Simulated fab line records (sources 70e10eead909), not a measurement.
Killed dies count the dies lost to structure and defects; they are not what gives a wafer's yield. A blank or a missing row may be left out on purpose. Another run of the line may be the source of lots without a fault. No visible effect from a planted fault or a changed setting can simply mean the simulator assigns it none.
The tool behind it: which one? ; flow nand-harc ; 6 lots with 18 wafers sampled at 6 steps, on a route of 1302 steps

## WHAT THE GAUGES SHOWED, per wafer
NHARC_END_SORT_01.
lot;measured;on;killed-at-periphery
L413;day 25 13:18;prober-02;4 6 5
L421;day 28 19:31;prober-02;7 5 0
L424;day 30 07:34;prober-01;5 4 2
L425;day 31 00:41;prober-01;7 2 2
L431;day 32 20:26;prober-01;1 8 5
L433;day 34 08:28;prober-02;3 5 1

## WHICH TOOL RAN EACH LOT (tool, then ch and the chambers of the sampled wafers, then the start)
lot;NHARC_A_M1_STRIP_18;NHARC_A_M1_PVD_21;NHARC_A_M1_ECD_22;NHARC_A_M1_ANNEAL_31;NHARC_A_M1_CMP_23
L413;rie-diel-10 ch 0,3, day 23 23:37;pvd-sputter-02, day 24 00:52 or earlier;ecd-cu-01 ch 0,1, day 24 00:52;rtp-anneal-01 ch 0, day 24 01:15;cmp-02 ch 0,2,3, day 24 01:37
L421;rie-diel-05 ch 0,1,3, day 27 04:48;pvd-sputter-01, day 27 05:51 or earlier;ecd-cu-02 ch 0,1, day 27 05:51;rtp-anneal-01 ch 0, day 27 06:10;cmp-04 ch 0,1,2, day 27 06:31
L424;rie-diel-10 ch 1,2, day 28 20:43;pvd-sputter-03, day 28 21:46 or earlier;ecd-cu-01 ch 1, day 28 21:46;rtp-anneal-02 ch 0, day 28 22:06;cmp-01 ch 0,2,3, day 28 22:29
L425;rie-diel-06 ch 1,2, day 29 07:31;pvd-sputter-02, day 29 08:38 or earlier;ecd-cu-02 ch 0,1, day 29 08:38;rtp-anneal-01 ch 0, day 29 08:58;cmp-01 ch 0,1, day 29 09:13
L431;rie-diel-10 ch 0,1,3, day 31 00:38;pvd-sputter-02, day 31 01:37 or earlier;ecd-cu-02 ch 0,1, day 31 01:37;rtp-anneal-02 ch 0, day 31 02:00;cmp-04 ch 0,1,3, day 31 02:21
L433;rie-diel-06 ch 0,3, day 32 20:50;pvd-sputter-03, day 32 21:49 or earlier;ecd-cu-01 ch 0,1, day 32 21:49;rtp-anneal-02 ch 0, day 32 22:12;cmp-01 ch 2,3, day 32 22:32
- NHARC_A_M1_STRIP_18: strips in N2/H2.
- NHARC_A_M1_PVD_21: deposits Cu, target thk 30 nm, time 20.49 s.
- NHARC_A_M1_ECD_22: material Cu, target thk 400 nm.
- NHARC_A_M1_ANNEAL_31: time 90 s.
- NHARC_A_M1_CMP_23: polishes, t overpolish 20 s, target thk 154.34 nm.

## THE ANSWER, worked out from the rows above alone
Rule: the usual values come from the lots themselves. Put in order of their means at a reading, lots are off if they are a third of the lots or fewer, leave a main group of 4 or more, and stand apart from it by a gap of 3 or more times the standard deviation of the main group's means; of several such gaps the widest counts. The tables above print the reading to a certain number of digits; a main group whose means all agree to those digits is not used. A lot without any number at a reading at which 4 lots or more have one is off too. The other lots that the step has rows for count as sound.
Across all readings shown, no lot is off: no conclusion can be drawn from this.

## WHAT THE SIMULATOR HAD INSERTED
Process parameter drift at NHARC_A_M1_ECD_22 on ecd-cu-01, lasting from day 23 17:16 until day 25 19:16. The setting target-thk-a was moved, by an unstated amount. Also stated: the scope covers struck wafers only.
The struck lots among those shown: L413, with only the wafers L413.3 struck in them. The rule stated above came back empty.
